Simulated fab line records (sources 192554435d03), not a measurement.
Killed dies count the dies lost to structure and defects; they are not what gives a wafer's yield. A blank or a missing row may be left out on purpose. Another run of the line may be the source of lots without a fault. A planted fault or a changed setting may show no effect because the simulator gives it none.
Comparing a struck lot with a sound one | flow n5 finfet | 36 steps out of a route of 1938
Sound: wafers L790.1, L790.2, L790.4. Struck: wafer L796.5. (L796.2 of the same lot was not struck and is left out.) The cause comes at the end.
Each step with rows lists, per side, the tool, then ch with its chambers, then its first start. Under that, the readings that differ: sound wafers | struck wafers | difference of the means | sigmas: that difference in standard deviations of wafers without a fault.
alike: words and numbers the same on both sides, and readings whose means are apart by under 2 such deviations; not compared: readings that were withheld, readings missing a value for some wafer, numbers with overlapping values and no deviation given by the record, and bounds like >300 which may hide the same value.
The two part at a step that has a row with sigmas, a row that says differs or no value, or rows on one side only. Numbers that have no deviation but don't overlap get no sigmas and don't part them. Lack of a reading on every wafer of one side parts them only where that side has two or more wafers.

first, 9 steps without rows for these wafers: N5_BEOL_M4_ANNEAL_95 (time 240 s); N5_BEOL_M4_SPUTTER_96 (material Cu, target thk 4.5 nm, time 8.29 s); N5_BEOL_M4_ECD_50 (material Cu, target thk 300 nm); N5_BEOL_M4_ANNEAL_51 (time 90 s); N5_BEOL_M4_CMP_52 (polishes, stops on SiOC, t overpolish 6.8 s, target thk 40 nm); N5_BEOL_M4_PRE_CLEAN_60 (time 15 s); N5_BEOL_M4_CO_CAP_55 (material Co, precursor CCTBA/H2, target thk 2 nm, time 102.1 s); N5_BEOL_M4_PRE_CLEAN_56 (time 15 s); N5_BEOL_M4_DEP_57 (deposits SiCN from 3MS/NH3, target thk 8 nm, time 14 s).
N5_BEOL_M4_RC_MEAS_101:
  sound on prober-02 ch 0, day 9 06:02; struck on prober-02 ch 0, day 10 18:48
  alike: DIBL_N, DIBL_P, IOFF_N, IOFF_P, ION_N, ION_P, SS_N, SS_P, VT_N, VT_P
then, 24 steps without rows for these wafers: N5_BEOL_M5_ILD_DEP_00 (deposits SiCOH lowk from DEMS/porogen, target thk 140.64 nm, time 25.9 s); N5_BEOL_M5_CURE_79 (cures SiCOH lowk, time 240 s); N5_BEOL_M5_PECVD_70 (deposits SiO2 from TEOS/O2, target thk 16 nm, time 18 s); N5_BEOL_M5_HM_DEP_02 (deposits TiN, target thk 20 nm); N5_BEOL_M5_COAT_59 (time 60 s, resist thk 60 nm); N5_BEOL_M5_COAT_60 (time 60 s, resist thk 12 nm); N5_BEOL_M5_COAT_71 (time 60 s, resist thk 5 nm); N5_BEOL_M5_COAT_05 (resist thk 30 nm); N5_BEOL_M5_EBR_07; N5_BEOL_M5_SOFTBAKE_06 (time 60 s); N5_BEOL_M5_EXPOSE_08 (exposes mask M5, target cd 28 nm); N5_BEOL_M5_PEB_09 (peb time 60 s); N5_BEOL_M5_DEVELOP_10 (develop time 30 s); N5_BEOL_M5_DESCUM_16 (chemistry O2, time 7 s); N5_BEOL_M5_ETCH_72 (etches underlayer in N2/H2, target depth 6.5 nm, time 5.2 s); N5_BEOL_M5_ETCH_61 (etches SiARC in CF4, target depth 15.6 nm, time 26 s); N5_BEOL_M5_ETCH_62 (etches SOC in N2/H2, target depth 75 nm, overetch 15 nm, time 112.5 s); N5_BEOL_M5_STRIP_63 (strips in N2/H2); N5_BEOL_M5_STRIP_73 (strips in N2/H2); N5_BEOL_M5_STRIP_64 (strips in CF4); N5_BEOL_M5_HM_OPEN_17 (chemistry Cl2/BCl3, target TiN, target depth 20 nm, overetch 6 nm); N5_BEOL_M5_STRIP_19 (strips in O2); N5_BEOL_M5_COAT_65 (time 60 s, resist thk 60 nm); N5_BEOL_M5_COAT_66 (time 60 s, resist thk 12 nm).
N5_BEOL_M7_VIA_ETCH_34: etches SiCOH lowk in C4F6/O2, target depth 125.5 nm, time 50.5 s.
  sound on rie diel-03 ch 1,2,3, day 10 07:37; struck on rie diel-03 ch 3, day 11 21:59
  reading                                  | sound             | struck | difference | sigmas
  model.etch.depth nm (nm)                 | 126.3 126.8 120.4 | 95.78  | -28.72     |
  model.SOC_of_BEOL_M7_COAT_63.thk nm (nm) | 54 54 54.4        | 55.8   | +1.7       |
  alike: chamber pressure mTorr, drypump motor current A, oes_f_703_au, oes product au, rf vpp V, showerhead plenum p Torr, throttle valve pct
  not compared: rf hours counter h
-- a jump in the record: the struck wafers' starts before and after are 4 days apart (it breaks off in module BEOL_M7 and resumes in module PASSIVATION, where the first step shown is number 1936 of the route) --
N5_PASSIVATION_PROBE_49:
  sound: prober-01 at day 13 08:47; struck: prober-01 at day 15 14:46
  reading                  | sound          | struck | difference | sigmas
  defect limited yield (%) | 91.9 92.5 88.9 | 40.9   | -50.2      | -33
  killed_at_M4_up          | 13 5 23        | 634    | +620       | +97
  killed dies              | 96 89 131      | 697    | +592       | +33
  killed on rim            | 9 12 12        | 68     | +57        | +15
  sort_bin_5_function (%)  | 4.6 3.6 6.4    | 56.3   | +51.4      | +51
  sort n pass              | 1084 1091 1049 | 483    | -592       | -33
  sort yield pct (%)       | 91.9 92.5 88.9 | 40.9   | -50.2      | -33
  alike: killed_at_M0_to_M3, killed at contacts, killed at front end, killed at other, killed open, killed short, sort_bin_6_memory

## WHERE THEY PART
At N5_PASSIVATION_PROBE_49 and nowhere else, as far as this record goes.

WHY: what the simulator had put in
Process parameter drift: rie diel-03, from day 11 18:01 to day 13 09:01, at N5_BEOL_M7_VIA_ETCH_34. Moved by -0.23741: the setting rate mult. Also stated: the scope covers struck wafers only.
